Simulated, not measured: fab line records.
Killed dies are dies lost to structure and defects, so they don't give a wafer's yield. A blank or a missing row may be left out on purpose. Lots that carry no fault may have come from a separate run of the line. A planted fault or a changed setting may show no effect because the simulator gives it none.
Comparing a struck lot with a sound one || flow nand harc || 14 out of 1159 route steps
Sound: the wafers L826.1, L826.2, L826.3. Struck: wafer L837.5. At the end, the cause is stated.
Each step with rows lists, per side, the tool, then ch with its chambers, then its first start. Under that, the readings that differ: sound wafers || struck wafers || difference of the means || sigmas: that difference in standard deviations of wafers without a fault.
alike: same words and numbers on both sides, and readings whose means sit less than 2 such deviations apart. not compared: any withheld reading, any reading some wafer has no value for, any bound like >300 that may hide the same value, and any number with overlapping values for which the record gives no deviation.
A row with sigmas, a row that says differs or no value, or rows on one side alone: a step with any of these is where the two part. When numbers do not overlap yet have no deviation, they are printed without sigmas and do not part them. Lack of a reading on every wafer of one side parts them only where that side has two or more wafers.

first, 2 steps without rows for these wafers: NHARC_A_STAIRCASE_ETCH_15 (etches the open film in C4F8/O2, target depth 100 nm, time 40.5 s); NHARC_A_STAIRCASE_TRIM_16 (chemistry O2, time 211.2 s).
NHARC_A_STAIRCASE_ETCH_17: etches the open film in C4F8/O2, target depth 100 nm, time 40.5 s.
  sound: rie diel-04 ch 0,1,2; struck: rie diel-11 ch 0
  alike: oes product au, rf vpp V
  not compared: rf hours counter h
then, 1 step without rows for these wafers: NHARC_A_STAIRCASE_TRIM_18 (chemistry O2, time 211.2 s).
NHARC_A_STAIRCASE_ETCH_19: etches the open film in C4F8/O2, target depth 100 nm, time 40.5 s.
  sound: rie diel-04 ch 1,2,3; struck: rie diel-11 ch 1
  alike: oes product au, rf vpp V
  not compared: rf hours counter h
NHARC_A_STAIRCASE_TRIM_20: chemistry O2, time 211.2 s.
  sound on rie diel-04 ch 0,1,2, day 14 02:56; struck on rie diel-04 ch 1, day 15 00:50
  alike: drypump motor current A, oes product au, rf vpp V, run length s, showerhead plenum p Torr, throttle valve pct
  not compared: rf hours counter h
then, 1 step without rows for these wafers: NHARC_A_STAIRCASE_ETCH_21 (etches the open film in C4F8/O2, target depth 100 nm, time 40.5 s).
NHARC_A_STAIRCASE_TRIM_22: chemistry O2, time 211.2 s.
  sound: rie diel-04 ch 0,1,2; struck: rie diel-04 ch 3
{"reading": "drypump motor current A (A)", "sound": "5.4 6.4 6.5", "struck": 5.1, "difference": -1.0, "sigmas": -2}
  alike: oes product au, rf vpp V, run length s, showerhead plenum p Torr, throttle valve pct
  not compared: rf hours counter h
then, 1 step without rows for these wafers: NHARC_A_STAIRCASE_ETCH_23 (etches the open film in C4F8/O2, target depth 100 nm, time 40.5 s).
NHARC_A_STAIRCASE_TRIM_24: chemistry O2, time 211.2 s.
  sound: rie diel-04 ch 0,2,3; struck: rie diel-04 ch 2
  alike: drypump motor current A, oes product au, rf vpp V, run length s, showerhead plenum p Torr, throttle valve pct
  not compared: rf hours counter h
then, 1 step without rows for these wafers: NHARC_A_STAIRCASE_ETCH_25 (etches the open film in C4F8/O2, target depth 100 nm, time 40.5 s).
NHARC_A_STAIRCASE_TRIM_26: chemistry O2, time 211.2 s.
  sound on rie diel-04 ch 0,1,2, day 14 03:51; struck on rie diel-04 ch 0, day 15 01:56
{"reading": "run length s (s)", "sound": "232.6 232.3 232.6", "struck": 150.0, "difference": -82.5, "sigmas": "-99 or more"}
  alike: drypump motor current A, oes product au, rf vpp V, showerhead plenum p Torr, throttle valve pct
  not compared: rf hours counter h
then, 1 step without rows for these wafers: NHARC_A_STAIRCASE_ETCH_27 (etches the open film in C4F8/O2, target depth 100 nm, time 40.5 s).
-- the record jumps here: 13 days lie between the struck wafers' starts before and after (it left off in module A_STAIRCASE and takes up again in module END, whose first step shown is number 1159 of the route) --
NHARC_END_SORT_01:
  sound on prober-02 ch 0, day 25 23:42; struck on prober-01 ch 0, day 28 05:11
{"reading": "hold", "sound": "- - -", "struck": "await dispo/2.4h/release", "difference": "no value on the sound wafers", "sigmas": ""}
{"reading": "killed at array", "sound": "22 20 14", "struck": 671, "difference": "+652", "sigmas": "+59"}
{"reading": "killed dies", "sound": "27 26 22", "struck": 674, "difference": "+649", "sigmas": "+54"}
  alike: killed at other, killed at periphery, killed open, killed short

== WHERE THEY PART ==
Earliest at NHARC_A_STAIRCASE_TRIM_22; latest, in this record, at NHARC_END_SORT_01.

WHY: what the simulator had put in
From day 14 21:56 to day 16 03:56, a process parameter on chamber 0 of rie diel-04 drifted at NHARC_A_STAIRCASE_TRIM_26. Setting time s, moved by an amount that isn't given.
